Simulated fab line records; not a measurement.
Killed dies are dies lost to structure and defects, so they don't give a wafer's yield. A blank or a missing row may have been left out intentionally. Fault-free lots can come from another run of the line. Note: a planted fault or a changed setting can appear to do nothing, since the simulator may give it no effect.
Split-lot trial :: flow n5-finfet :: 7 lots, 21 wafers read, on a route of 1938 steps

== THE SPLIT ==
At N5_SDB_COAT_05 (resist thk 90 nm), the setting spin-rpm was moved away from the recipe's 1500 rpm on 7 of the 21 wafers read, by -8.1% to +10.1%. All remaining wafers had this setting at the recipe value.

== FROM THE SPLIT TO THE READING: what the file shows between them, 4 steps ==
- N5_SDB_EBR_07
- N5_SDB_SOFTBAKE_06: time 60 s
- N5_SDB_EXPOSE_08: exposes mask SDB
- N5_SDB_PEB_09: peb time 60 s

== THE READING ==
CAR-ArF_of_SDB_COAT_05.thk-nm (the simulator's own value, which no gauge read), in nm, at N5_SDB_DEVELOP_10 (develop time 30 s). No usual value for it is given in the file. The 14 wafers here that ran the recipe average 88.4 nm, standard deviation 0.21 nm.

wafer: L074.1
tool, chamber at the split: litho-track-05, 0
spin-rpm as run, rpm: 1500
against the recipe: recipe
CAR-ArF_of_SDB_COAT_05.thk-nm, nm: 88.4
against lot-mates on the recipe: -

wafer: L074.2
tool, chamber at the split: litho-track-05, 0
spin-rpm as run, rpm: 1500
against the recipe: recipe
CAR-ArF_of_SDB_COAT_05.thk-nm, nm: 88.4
against lot-mates on the recipe: -

wafer: L074.5
tool, chamber at the split: litho-track-05, 0
spin-rpm as run, rpm: 1500
against the recipe: recipe
CAR-ArF_of_SDB_COAT_05.thk-nm, nm: 88.4
against lot-mates on the recipe: -

wafer: L078.1
tool, chamber at the split: litho-track-04, 0
spin-rpm as run, rpm: 1500
against the recipe: recipe
CAR-ArF_of_SDB_COAT_05.thk-nm, nm: 88.6
against lot-mates on the recipe: -

wafer: L078.3
tool, chamber at the split: litho-track-04, 0
spin-rpm as run, rpm: 1651
against the recipe: +10.1%
CAR-ArF_of_SDB_COAT_05.thk-nm, nm: 84.2
against lot-mates on the recipe: -4.2

wafer: L078.6
tool, chamber at the split: litho-track-04, 0
spin-rpm as run, rpm: 1500
against the recipe: recipe
CAR-ArF_of_SDB_COAT_05.thk-nm, nm: 88.2
against lot-mates on the recipe: -

wafer: L080.1
tool, chamber at the split: litho-track-04, 0
spin-rpm as run, rpm: 1500
against the recipe: recipe
CAR-ArF_of_SDB_COAT_05.thk-nm, nm: 88.4
against lot-mates on the recipe: -

wafer: L080.5
tool, chamber at the split: litho-track-04, 0
spin-rpm as run, rpm: 1500
against the recipe: recipe
CAR-ArF_of_SDB_COAT_05.thk-nm, nm: 88.4
against lot-mates on the recipe: -

wafer: L080.4
tool, chamber at the split: litho-track-04, 0
spin-rpm as run, rpm: 1500
against the recipe: recipe
CAR-ArF_of_SDB_COAT_05.thk-nm, nm: 88
against lot-mates on the recipe: -

wafer: L083.3
tool, chamber at the split: litho-track-05, 0
spin-rpm as run, rpm: 1500
against the recipe: recipe
CAR-ArF_of_SDB_COAT_05.thk-nm, nm: 88.2
against lot-mates on the recipe: -

wafer: L083.5
tool, chamber at the split: litho-track-05, 0
spin-rpm as run, rpm: 1380
against the recipe: -8.0%
CAR-ArF_of_SDB_COAT_05.thk-nm, nm: 92.2
against lot-mates on the recipe: +4.0

wafer: L083.6
tool, chamber at the split: litho-track-05, 0
spin-rpm as run, rpm: 1380
against the recipe: -8.0%
CAR-ArF_of_SDB_COAT_05.thk-nm, nm: 92.2
against lot-mates on the recipe: +4.0

wafer: L085.1
tool, chamber at the split: litho-track-04, 0
spin-rpm as run, rpm: 1379
against the recipe: -8.1%
CAR-ArF_of_SDB_COAT_05.thk-nm, nm: 92.6
against lot-mates on the recipe: +3.8

wafer: L085.6
tool, chamber at the split: litho-track-04, 0
spin-rpm as run, rpm: 1379
against the recipe: -8.1%
CAR-ArF_of_SDB_COAT_05.thk-nm, nm: 92.6
against lot-mates on the recipe: +3.8

wafer: L085.5
tool, chamber at the split: litho-track-04, 0
spin-rpm as run, rpm: 1500
against the recipe: recipe
CAR-ArF_of_SDB_COAT_05.thk-nm, nm: 88.8
against lot-mates on the recipe: -

wafer: L088.2
tool, chamber at the split: litho-track-05, 0
spin-rpm as run, rpm: 1500
against the recipe: recipe
CAR-ArF_of_SDB_COAT_05.thk-nm, nm: 88
against lot-mates on the recipe: -

wafer: L088.5
tool, chamber at the split: litho-track-05, 0
spin-rpm as run, rpm: 1500
against the recipe: recipe
CAR-ArF_of_SDB_COAT_05.thk-nm, nm: 88.6
against lot-mates on the recipe: -

wafer: L088.6
tool, chamber at the split: litho-track-05, 0
spin-rpm as run, rpm: 1652
against the recipe: +10.1%
CAR-ArF_of_SDB_COAT_05.thk-nm, nm: 84
against lot-mates on the recipe: -4.3

wafer: L097.1
tool, chamber at the split: litho-track-05, 0
spin-rpm as run, rpm: 1500
against the recipe: recipe
CAR-ArF_of_SDB_COAT_05.thk-nm, nm: 88.4
against lot-mates on the recipe: -

wafer: L097.6
tool, chamber at the split: litho-track-05, 0
spin-rpm as run, rpm: 1500
against the recipe: recipe
CAR-ArF_of_SDB_COAT_05.thk-nm, nm: 88.4
against lot-mates on the recipe: -

wafer: L097.2
tool, chamber at the split: litho-track-05, 0
spin-rpm as run, rpm: 1588
against the recipe: +5.9%
CAR-ArF_of_SDB_COAT_05.thk-nm, nm: 86.2
against lot-mates on the recipe: -2.2

FIT RESULTS
A straight line over all 21 wafers: CAR-ArF_of_SDB_COAT_05.thk-nm changes by -0.459 nm for each +1% of spin-rpm; r = -0.99; the points scatter about the line by 0.28 nm.
The same after taking each lot's own level away (the mean of its wafers on the recipe; 21 wafers): -0.45 nm for each +1%; r = -1.00; scatter 0.22 nm.
The reading moves by 4.6 nm for the largest change in spin-rpm, on that fit.
The span of the lots' own levels, 88.20 to 88.80 nm, comes to 2.8 times the standard deviation stated above.
The two slopes agree, so the slope changes little with the lot-to-lot level.
Check: with one of the wafers moved furthest among these (+10.1%) left out of the fit, the line predicts -4.51 nm for it against its lot-mates. Against them it came out at -4.3 nm.

== THESE WAFERS: OTHER SPLITS ==
Note: prior to the reading, these wafers also went through further splits. Each is held against what the fit with the lots' levels taken away leaves over:
other split on the same wafers: N5_PMOS_HMC_CHANNEL_EPI_PEB_07 peb-temp-c
wafers away from the commonest value: 6
r with CAR-ArF_of_SDB_COAT_05.thk-nm (lot level and that fit taken away): +0.08

other split on the same wafers: N5_PMOS_HMC_CHANNEL_EPI_DEVELOP_08 develop-time-s
wafers away from the commonest value: 7
r with CAR-ArF_of_SDB_COAT_05.thk-nm (lot level and that fit taken away): -0.11

other split on the same wafers: N5_FIN_SAQP_PEB_14 peb-time-s
wafers away from the commonest value: 8
r with CAR-ArF_of_SDB_COAT_05.thk-nm (lot level and that fit taken away): +0.15

other split on the same wafers: N5_DUMMY_GATE_CVD_03 temp-c
wafers away from the commonest value: 9
r with CAR-ArF_of_SDB_COAT_05.thk-nm (lot level and that fit taken away): -0.15

other split on the same wafers: N5_DUMMY_GATE_COAT_28 spin-rpm
wafers away from the commonest value: 5
r with CAR-ArF_of_SDB_COAT_05.thk-nm (lot level and that fit taken away): +0.17

other split on the same wafers: N5_SD_EPI_P_PEB_07 peb-time-s
wafers away from the commonest value: 4
r with CAR-ArF_of_SDB_COAT_05.thk-nm (lot level and that fit taken away): -0.43

== THE WHOLE CHAIN: every reading that the file lists as answering this split, in the file's order ==
step: N5_SDB_COAT_05
what it does: resist thk 90 nm
reading: CAR-ArF_of_SDB_COAT_05.thk-nm (the simulator's own value, which no gauge read)
change (the file's fit): -0.434 nm for each +1% of the setting
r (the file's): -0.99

step: N5_SDB_DEVELOP_10
what it does: develop time 30 s
reading: CAR-ArF_of_SDB_COAT_05.thk-nm (the simulator's own value, which no gauge read)
change (the file's fit): -0.439 nm for each +1% of the setting
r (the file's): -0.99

== FILE'S OWN FIT ==
CAR-ArF_of_SDB_COAT_05.thk-nm changes by -0.439 nm for each +1% of spin-rpm, r = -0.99.
